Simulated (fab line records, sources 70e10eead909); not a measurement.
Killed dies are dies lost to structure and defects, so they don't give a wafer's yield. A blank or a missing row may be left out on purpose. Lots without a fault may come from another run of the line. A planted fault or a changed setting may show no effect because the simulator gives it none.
Chamber matching | flow nand_harc | NHARC_A_STAIRCASE_ETCH_313 on rie_diel-12: 4 sister chambers
The step etches the open film in CF4/CHF3. 8 wafers are shown with their chamber, then 11 later ones without.

WAFERS WITH THEIR CHAMBER
wafer  | chamber | showerhead_plenum_p_Torr (Torr) | rf_vpp_V (V)
L078.6 | 0       | 1.61                            | 372.2
L085.3 | 2       | 1.52                            | 369.2
L086.2 | 1       | 1.49                            | 367.9
L086.5 | 1       | 1.49                            | 368.0
L089.1 | 2       | 1.52                            | 368.7
L089.5 | 0       | 1.60                            | 370.3
L089.6 | 3       | 1.58                            | 370.7
L091.4 | 3       | 1.58                            | 370.8

WAFERS WITHOUT THEIR CHAMBER
wafer  | showerhead_plenum_p_Torr (Torr) | rf_vpp_V (V)
L091.5 | 1.49                            | 366.6
L091.6 | 1.52                            | 368.5
L094.2 | 1.52                            | 367.9
L094.3 | 1.49                            | 368.4
L094.5 | 1.52                            | 369.1
L096.1 | 1.52                            | 367.7
L096.4 | 1.58                            | 370.2
L096.6 | 1.49                            | 367.4
L095.1 | 1.58                            | 370.1
L095.4 | 1.60                            | 370.1
L095.6 | 1.49                            | 366.7

WHICH CHAMBER EACH WENT THROUGH
wafer  | from the rows above | in truth
L091.5 | 1                   | 1
L091.6 | 2                   | 2
L094.2 | 2                   | 2
L094.3 | 1                   | 1
L094.5 | 2                   | 2
L096.1 | 2                   | 2
L096.4 | 3                   | 3
L096.6 | 1                   | 1
L095.1 | 3                   | 3
L095.4 | 0                   | 0
L095.6 | 1                   | 1
Placed correctly: 11 of 11. Can't be placed from these rows: 0. Placed wrongly: 0.
How it was worked out, from the rows above alone: a wafer's distance from a chamber is the root of the sum, over the readings, of the square of ((its reading less the chamber's mean) divided by the reading's scatter). The wafer belongs to the nearest chamber; if the next one is less than 2 further off, it can't be placed. A chamber's mean is the mean of its shown wafers. The scatter: the root of (the sum of the squares of (reading less its chamber's mean) over the shown wafers, divided by (wafers less chambers)).
